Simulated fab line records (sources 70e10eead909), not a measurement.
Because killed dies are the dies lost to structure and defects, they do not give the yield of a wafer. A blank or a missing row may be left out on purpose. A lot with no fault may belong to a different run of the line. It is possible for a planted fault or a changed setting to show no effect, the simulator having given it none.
Chamber matching :: flow nand-harc :: NHARC_A_ONON_D1_DEP_33 on pecvd-04: 3 sister chambers
The step deposits SiO2, target thk 200 nm. 6 wafers are shown with their chamber, then 7 later ones without.

== WAFERS PAIRED WITH THEIR CHAMBERS ==
wafer: L646.5
chamber: 2
throttle-valve-pct (%): 16.4
heater-power-w (W): 532

wafer: L653.5
chamber: 0
throttle-valve-pct (%): 15.9
heater-power-w (W): 490

wafer: L656.4
chamber: 1
throttle-valve-pct (%): 15.9
heater-power-w (W): 514

wafer: L656.5
chamber: 2
throttle-valve-pct (%): 16.3
heater-power-w (W): 577

wafer: L660.1
chamber: 0
throttle-valve-pct (%): 15.6
heater-power-w (W): 477

wafer: L660.4
chamber: 1
throttle-valve-pct (%): 15.9
heater-power-w (W): 531

== WAFERS WHOSE CHAMBER IS MISSING ==
wafer: L660.6
throttle-valve-pct (%): 16.4
heater-power-w (W): 438

wafer: L662.1
throttle-valve-pct (%): 15.7
heater-power-w (W): 492

wafer: L662.3
throttle-valve-pct (%): 16.2
heater-power-w (W): 470

wafer: L662.6
throttle-valve-pct (%): 16.1
heater-power-w (W): 480

wafer: L663.1
throttle-valve-pct (%): 16.8
heater-power-w (W): 580

wafer: L663.2
throttle-valve-pct (%): 16.1
heater-power-w (W): 541

wafer: L663.3
throttle-valve-pct (%): 15.8
heater-power-w (W): 419

== WHICH CHAMBER EACH WENT THROUGH ==
wafer: L660.6
from the rows above: can't be placed: 0 or 1 or 2
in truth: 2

wafer: L662.1
from the rows above: can't be placed: 0 or 1
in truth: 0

wafer: L662.3
from the rows above: can't be placed: 1 or 0 or 2
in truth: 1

wafer: L662.6
from the rows above: can't be placed: 1 or 0 or 2
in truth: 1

wafer: L663.1
from the rows above: 2
in truth: 2

wafer: L663.2
from the rows above: can't be placed: 1 or 2
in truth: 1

wafer: L663.3
from the rows above: can't be placed: 0 or 1
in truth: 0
Correctly placed: 1 of 7. Cannot be placed on the basis of these rows: 6; the candidates contain the true chamber in 6. 0 placed wrongly.
How it was worked out, from the rows above alone: a wafer's distance from a chamber is the root of the sum, over the readings, of the square of ((its reading less the chamber's mean) divided by the reading's scatter). The wafer belongs to the nearest chamber; if the next one is less than 2 further off, it can't be placed. The mean given for a chamber averages the wafers shown for that chamber. How the scatter is found: for the shown wafers, subtract from each reading the mean of its chamber, square and add these, divide the total by (wafers less chambers), then take the root.
